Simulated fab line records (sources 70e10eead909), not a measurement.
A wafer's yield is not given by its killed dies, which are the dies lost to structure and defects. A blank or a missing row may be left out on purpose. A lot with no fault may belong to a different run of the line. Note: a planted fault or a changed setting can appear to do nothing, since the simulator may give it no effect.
Which of the tools did it? :: flow nand_harc :: 36 wafers from 12 lots sampled at 3 of the route's 1159 steps

== WHAT EACH GAUGE READ, for each wafer ==
NHARC_A_CONTACT_CD_MEAS_53.
lot: L076
measured: day 16 21:58
on: cd_sem-01
cd_nm (nm): 189.4 190.1 189.5

lot: L074
measured: day 17 02:37
on: cd_sem-03
cd_nm (nm): 189.6 188.9 189.8

lot: L077
measured: day 17 18:52
on: cd_sem-02
cd_nm (nm): 189.6 188.8 190.0

lot: L081
measured: day 18 09:55
on: cd_sem-03
cd_nm (nm): 189.7 190.0 188.9

lot: L083
measured: day 18 17:32
on: cd_sem-01
cd_nm (nm): 189.7 189.2 189.9

lot: L085
measured: day 19 08:53
on: cd_sem-03
cd_nm (nm): 189.7 190.4 190.5

lot: L087
measured: day 19 16:10
on: cd_sem-02
cd_nm (nm): 189.2 189.1 189.1

lot: L088
measured: day 19 22:11
on: cd_sem-01
cd_nm (nm): 190.7 190.7 190.0

lot: L090
measured: day 20 12:16
on: cd_sem-02
cd_nm (nm): 189.2 190.5 189.2

lot: L095
measured: day 21 04:40
on: cd_sem-01
cd_nm (nm): 190.7 190.2 190.8

lot: L094
measured: day 21 13:12
on: cd_sem-01
cd_nm (nm): 191.1 190.9 190.7

lot: L097
measured: day 22 03:05
on: cd_sem-01
cd_nm (nm): 189.6 189.8 189.8

== EACH LOT AND THE TOOL THAT RAN IT (in order: tool; ch and the chambers of the sampled wafers; start) ==
lot: L076
NHARC_A_CONTACT_ETCH_113: har_cap_etch-03 ch 1, day 16 20:13
NHARC_A_CONTACT_ETCH_118: har_cap_etch-03 ch 1, day 16 20:40

lot: L074
NHARC_A_CONTACT_ETCH_113: har_cap_etch-02 ch 0,1, day 17 00:52
NHARC_A_CONTACT_ETCH_118: har_cap_etch-02 ch 0,1, day 17 01:19

lot: L077
NHARC_A_CONTACT_ETCH_113: har_cap_etch-01 ch 0,1, day 17 17:10
NHARC_A_CONTACT_ETCH_118: har_cap_etch-01 ch 0,1, day 17 17:37

lot: L081
NHARC_A_CONTACT_ETCH_113: har_cap_etch-02 ch 0,1, day 18 08:11
NHARC_A_CONTACT_ETCH_118: har_cap_etch-02 ch 0,1, day 18 08:38

lot: L083
NHARC_A_CONTACT_ETCH_113: har_cap_etch-02 ch 0,1, day 18 15:40
NHARC_A_CONTACT_ETCH_118: har_cap_etch-02 ch 0,1, day 18 16:07

lot: L085
NHARC_A_CONTACT_ETCH_113: har_cap_etch-01 ch 0,1, day 19 07:13
NHARC_A_CONTACT_ETCH_118: har_cap_etch-01 ch 0,1, day 19 07:40

lot: L087
NHARC_A_CONTACT_ETCH_113: har_cap_etch-02 ch 0,1, day 19 14:02
NHARC_A_CONTACT_ETCH_118: har_cap_etch-02 ch 0,1, day 19 14:38

lot: L088
NHARC_A_CONTACT_ETCH_113: har_cap_etch-02 ch 0,1, day 19 20:15
NHARC_A_CONTACT_ETCH_118: har_cap_etch-02 ch 0,1, day 19 20:43

lot: L090
NHARC_A_CONTACT_ETCH_113: har_cap_etch-01 ch 0,1, day 20 10:33
NHARC_A_CONTACT_ETCH_118: har_cap_etch-01 ch 0,1, day 20 11:00

lot: L095
NHARC_A_CONTACT_ETCH_113: har_cap_etch-01 ch 0,1, day 21 02:12
NHARC_A_CONTACT_ETCH_118: har_cap_etch-01 ch 0,1, day 21 02:49

lot: L094
NHARC_A_CONTACT_ETCH_113: har_cap_etch-01 ch 0,1, day 21 11:29
NHARC_A_CONTACT_ETCH_118: har_cap_etch-01 ch 0,1, day 21 11:56

lot: L097
NHARC_A_CONTACT_ETCH_113: har_cap_etch-02 ch 0,1, day 22 01:19
NHARC_A_CONTACT_ETCH_118: har_cap_etch-02 ch 0,1, day 22 01:46
- NHARC_A_CONTACT_ETCH_113: etches the open film in C4F8/O2/Ar, time 94 s, target depth 922 nm.
- NHARC_A_CONTACT_ETCH_118: etches the open film in C4F8/O2/Ar, time 94 s, target depth 922 nm.

== THE ANSWER, worked out from the rows above alone ==
Rule: what is usual is taken from the lots themselves. Put in order of their means at a reading, lots are off if they are a third of the lots or fewer, leave a main group of 4 or more, and stand apart from it by a gap of 3 or more times the standard deviation of the main group's means; of several such gaps the widest counts. Not used: any main group whose means are identical at the precision the tables above print for the reading. Also off: a lot with no number at a reading for which 4 or more lots have one. The other lots that the step has rows for count as sound.
No lot is off at any reading shown: from this, nothing can be told.

== WHAT THE SIMULATOR HAD PUT IN ==
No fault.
